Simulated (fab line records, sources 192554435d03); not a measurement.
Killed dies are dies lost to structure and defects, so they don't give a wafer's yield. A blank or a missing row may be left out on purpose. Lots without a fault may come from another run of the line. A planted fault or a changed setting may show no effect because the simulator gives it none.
Which tool did it? | flow n5_finfet | 9 lots, 27 wafers sampled, at 5 steps of a route of 1938

WHAT THE GAUGES READ, wafer by wafer
N5_GATE_CUT_INSPECT_26: inspects for defects (darkfield).
lot  | measured     | on                | raw_defect_count
L332 | day 4 22:09  | defect_inspect-01 | 33 60 32
L335 | day 5 18:50  | defect_inspect-02 | 497 487 474
L337 | day 6 06:40  | defect_inspect-02 | 508 539 477
L345 | day 8 07:58  | defect_inspect-02 | 27 26 25
L346 | day 8 13:34  | defect_inspect-02 | 17 40 14
L347 | day 8 20:55  | defect_inspect-01 | 44 104 74
L350 | day 9 13:51  | defect_inspect-01 | 28 22 51
L352 | day 9 23:54  | defect_inspect-01 | 35 36 46
L353 | day 10 08:14 | defect_inspect-02 | 27 31 41

WHICH TOOL RAN EACH LOT (tool, then ch and the chambers of the sampled wafers, then the start)
lot  | N5_GATE_CUT_VAPOR_ETCH_48         | N5_GATE_CUT_VAPOR_ETCH_51         | N5_GATE_CUT_ALD_22               | N5_GATE_CUT_CMP_61
L332 | rie_metal-03 ch 0, day 4 18:46    | rie_metal-03 ch 0, day 4 18:50    | ald_sin-04 ch 0,2, day 4 19:32   | cmp-02 ch 0,1,2, day 4 21:55
L335 | rie_metal-01 ch 0,1, day 5 16:03  | rie_metal-01 ch 0,1, day 5 16:07  | ald_sin-02 ch 0,3, day 5 16:18   | cmp-02 ch 0,1,3, day 5 18:36
L337 | rie_metal-02 ch 0,1, day 6 03:37  | rie_metal-02 ch 0,1, day 6 03:41  | ald_sin-02 ch 0,1,3, day 6 03:53 | cmp-02 ch 0,1, day 6 06:11
L345 | rie_metal-02 ch 0,1, day 8 05:01  | rie_metal-02 ch 0,1, day 8 05:05  | ald_sin-02 ch 0,1,2, day 8 05:18 | cmp-03 ch 0,2,3, day 8 07:44
L346 | rie_metal-02 ch 0,1, day 8 08:08  | rie_metal-02 ch 0,1, day 8 08:12  | ald_sin-04 ch 0,2,3, day 8 11:02 | cmp-04 ch 0,2,3, day 8 13:20
L347 | rie_metal-01 ch 0, day 8 17:19    | rie_metal-01 ch 0, day 8 17:26    | ald_sin-04 ch 0,1,3, day 8 18:23 | cmp-04 ch 0,1,3, day 8 20:41
L350 | rie_metal-02 ch 1, day 9 11:04    | rie_metal-02 ch 1, day 9 11:07    | ald_sin-02 ch 0,1, day 9 11:19   | cmp-02 ch 0,1,3, day 9 13:39
L352 | rie_metal-02 ch 0,1, day 9 21:07  | rie_metal-02 ch 0,1, day 9 21:10  | ald_sin-02 ch 0,2,3, day 9 21:22 | cmp-02 ch 0,2,3, day 9 23:43
L353 | rie_metal-03 ch 0,1, day 10 05:27 | rie_metal-03 ch 0,1, day 10 05:31 | ald_sin-04 ch 0,2, day 10 05:42  | cmp-02 ch 2,3, day 10 08:00
- N5_GATE_CUT_VAPOR_ETCH_48: etches TiN in BCl3/Cl2.
- N5_GATE_CUT_VAPOR_ETCH_51: etches HfO2 in BCl3/Cl2.
- N5_GATE_CUT_ALD_22: deposits SiNx, target thk 16 nm, pulse time 1 s, ald cycles 320.
- N5_GATE_CUT_CMP_61: polishes, stops on SiNx, t overpolish 3 s.

THE ANSWER, worked out from the rows above alone
Rule: what is usual is taken from the lots themselves. Put in order of their means at a reading, lots are off if they are a third of the lots or fewer, leave a main group of 4 or more, and stand apart from it by a gap of 3 or more times the standard deviation of the main group's means; of several such gaps the widest counts. A main group whose means are all the same, to the digits that the tables above print for the reading, isn't used. A lot without any number at a reading at which 4 lots or more have one is off too. The other lots that the step has rows for count as sound.
Off: L335, L337, at N5_GATE_CUT_INSPECT_26 (raw_defect_count). The main group: mean 39, standard deviation 16.
A tool fits if, at a process step before that reading, it ran every lot that is off, and no sound lot after the first of them. The gauges at N5_GATE_CUT_INSPECT_26 are tried like those tools. None of those tried fits.

WHAT THE SIMULATOR HAD PUT IN
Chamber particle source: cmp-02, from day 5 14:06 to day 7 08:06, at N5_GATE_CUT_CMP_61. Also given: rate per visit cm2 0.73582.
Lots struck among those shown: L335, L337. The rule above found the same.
